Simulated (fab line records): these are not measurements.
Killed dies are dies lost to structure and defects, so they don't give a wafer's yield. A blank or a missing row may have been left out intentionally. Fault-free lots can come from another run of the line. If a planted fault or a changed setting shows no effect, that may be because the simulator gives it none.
Struck lot and sound lot, side by side :: flow n5-finfet :: 23 out of 1938 route steps
Sound: the wafers L710.2, L710.3, L710.4. Struck: wafers L716.2, L716.4, L716.6. Last of all comes the cause.
Each step with rows lists, per side, the tool, then ch with its chambers, then its first start. Under that, the readings that differ: sound wafers :: struck wafers :: difference of the means :: sigmas: that difference in standard deviations of wafers without a fault.
alike: same words and numbers on both sides, and readings whose means sit less than 2 such deviations apart. not compared: any withheld reading, any reading some wafer has no value for, any bound like >300 that may hide the same value, and any number with overlapping values for which the record gives no deviation.
Wherever a step has rows on one side only, a row that says differs or no value, or a row with sigmas, the two part there. Numbers that don't overlap but have no deviation are shown without sigmas and don't part them. Lack of a reading on every wafer of one side parts them only where that side has two or more wafers.

first, 8 steps without rows for these wafers: N5_BEOL_M7_ANNEAL_51 (time 90 s); N5_BEOL_M7_CMP_52 (polishes, stops on SiCOH lowk, t overpolish 6.9 s, target thk 80 nm); N5_BEOL_M7_PRE_CLEAN_55 (time 15 s); N5_BEOL_M7_DEP_56 (deposits SiCN from 3MS/NH3, target thk 10 nm, time 17.5 s); N5_BEOL_M8_ILD_DEP_00 (deposits SiCOH lowk from DEMS/porogen, target thk 179.75 nm, time 33.4 s); N5_BEOL_M8_CURE_74 (cures SiCOH lowk, time 240 s); N5_BEOL_M8_PECVD_70 (deposits SiO2 from TEOS/O2, target thk 20 nm, time 22.7 s); N5_BEOL_M8_HM_DEP_02 (deposits TiN, target thk 20 nm).
N5_BEOL_M8_COAT_59: time 60 s, resist thk 100 nm.
  sound on litho-track-02 ch 0, day 11 05:17; struck on litho-track-02 ch 0, day 13 01:22
reading: spin-speed-rpm (rpm)
sound: 1497.8 1501.5 1497.6
struck: 1729.4 1727.4 1727.7
difference: +229.2
sigmas: +99 or more

reading: model.SOC_of_BEOL_M8_COAT_59.thk-nm (nm)
sound: 100 100 100
struck: 93.6 93.2 93.6
difference: -6.5
sigmas: 
then, 9 steps without rows for these wafers: N5_BEOL_M8_COAT_60 (time 60 s, resist thk 35 nm); N5_BEOL_M8_COAT_05 (resist thk 90 nm); N5_BEOL_M8_EBR_07; N5_BEOL_M8_SOFTBAKE_06 (time 60 s); N5_BEOL_M8_EXPOSE_08 (exposes mask M8); N5_BEOL_M8_PEB_09 (peb time 60 s); N5_BEOL_M8_DEVELOP_10 (develop time 30 s); N5_BEOL_M8_DESCUM_16 (chemistry O2, time 7.9 s); N5_BEOL_M8_ETCH_61 (etches SiARC in CF4, target depth 45.5 nm, time 75.8 s).
N5_BEOL_M8_ETCH_62: etches SOC in N2/H2, target depth 110 nm, overetch 22 nm, time 165 s.
  sound on rie-diel-04 ch 0,1,2, day 11 06:06; struck on rie-diel-05 ch 0,1, day 13 01:53
reading: model.etch.depth-nm (nm)
sound: 100.1 99.92 99.93
struck: 93.61 93.28 93.51
difference: -6.52
sigmas: 
  alike: drypump-motor-current-A, oes-product-au, rf-vpp-V, showerhead-plenum-p-Torr, throttle-valve-pct
  not compared: rf-hours-counter-h
then, 2 steps without rows for these wafers: N5_BEOL_M8_STRIP_68 (strips in N2/H2); N5_BEOL_M8_STRIP_67 (strips in CF4).
N5_BEOL_M8_HM_OPEN_17: chemistry Cl2/BCl3, target TiN, target depth 20 nm, overetch 6 nm.
  sound on rie-metal-03 ch 0,1, day 11 06:17; struck on rie-metal-02 ch 0,1, day 13 02:04
reading: model.SOC_of_BEOL_M8_COAT_59.thk-nm (nm)
sound: 92 91.8 91.8
struck: 85.8 85.4 85.6
difference: -6.3
sigmas: 
  alike: drypump-motor-current-A, mfc-cl2-sccm, oes-product-au, throttle-valve-pct
  not compared: rf-hours-counter-h
then, 1 step without rows for these wafers: N5_BEOL_M8_STRIP_19 (strips in O2).

## WHERE THEY PART
N5_BEOL_M8_COAT_59 only, going by this record. Later steps at which nothing parts them and some readings are alike: N5_BEOL_M8_ETCH_62, N5_BEOL_M8_HM_OPEN_17.

WHY: whatever the simulator had introduced
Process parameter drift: litho-track-02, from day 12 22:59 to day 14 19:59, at N5_BEOL_M8_COAT_59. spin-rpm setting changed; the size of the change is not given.
